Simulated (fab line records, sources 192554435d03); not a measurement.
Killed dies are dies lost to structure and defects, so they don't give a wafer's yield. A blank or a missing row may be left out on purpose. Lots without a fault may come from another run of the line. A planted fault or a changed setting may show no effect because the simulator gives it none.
Problem report in the 8D (eight disciplines) form, filled by code | flow n5_finfet | the parts of the form that need people (team, actions taken, sign-off) are left out

1. THE PROBLEM
run_length_s at N5_BEOL_M1_CO_CAP_55 reads a mean of 58.6 s on 4 wafers of 2 lots; wafers without a fault read 124.9 s with a standard deviation of 0.55. That is -99 or more standard deviations from the usual mean.
The step: material Co, precursor CCTBA/H2, target thk 2 nm, time 102.1 s.
First seen on wafer L605.1, day 9 12:53, on cvd_co-01. The record holds 18 wafers of 6 lots with a number at this step. Rule for "out", or "out of limits": more than 4 standard deviations from the usual mean. The other wafers with a number count as sound.

2. WHAT IT IS AND WHAT IT IS NOT
question                    | is                             | is not
which readings at this step | run_length_s                   | heater_power_outer_w, heater_power_w
which lots                  | L605, L609                     | L599, L600, L614, L615
which wafers of those lots  | L605.1, L609.1, L609.5, L609.6 | L605.2, L605.4
read on which tools         | cvd_co-01                      | cvd_co-02
when                        | from day 9 12:53               | up to then (8 sound wafers); but 6 sound wafers of L614, L615 came after

3. SUSPECTS, AND WHAT RULES EACH OUT
Counting: a tool at a process step up to the reading stays a suspect if it ran every lot that is out. Sound lots after the first of them don't rule it out here, since some wafers of a struck lot are sound.
- cmp-01 at N5_BEOL_M1_CMP_52 (polishes, stops on SiOC, t overpolish 6.8 s, target thk 40 nm): kept. It ran every lot that is out, first L605 (day 9 12:31).
- cvd_co-01 at N5_BEOL_M1_CO_CAP_55 (material Co, precursor CCTBA/H2, target thk 2 nm, time 102.1 s): kept. It ran every lot that is out, first L605 (day 9 12:53); its last sound lot up to then is L599 (day 8 08:01). Its own readings are out on those wafers: run_length_s.
Left after counting: cmp-01 at N5_BEOL_M1_CMP_52, cvd_co-01 at N5_BEOL_M1_CO_CAP_55.

4. THE CAUSE (what the simulator had put in)
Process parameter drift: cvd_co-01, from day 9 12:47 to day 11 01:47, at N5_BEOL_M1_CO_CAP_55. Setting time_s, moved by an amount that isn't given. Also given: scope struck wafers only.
Counting left 2 suspects, and this tool is among them.

5. THE CHAIN OF EFFECTS, in route order
Each row: a reading whose mean over the struck wafers that have a number lies more than 3 standard deviations from the usual. Only readings for which the record gives a usual standard deviation are gone through. hours: the time from each lot's start at the first step in this table that gives one to its start at this step, as a median over the lots. sigmas: the change in usual standard deviations.
hours | step                 | reading      | usual   | on struck wafers | change | sigmas
0     | N5_BEOL_M1_CO_CAP_55 | run_length_s | 124.9 s | 58.6             | -66.3  | -99 or more
The process steps in it:
- N5_BEOL_M1_CO_CAP_55: material Co, precursor CCTBA/H2, target thk 2 nm, time 102.1 s.
Later measuring or inspecting steps at which every struck wafer that the step has a row for has a number for every such reading, and none has moved that far: N5_BEOL_M4_RC_MEAS_101.

6. WHAT WOULD HAVE CAUGHT IT SOONER
In this record the first reading out of limits was taken at day 9 12:53, 0 hours after the fault began at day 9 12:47.
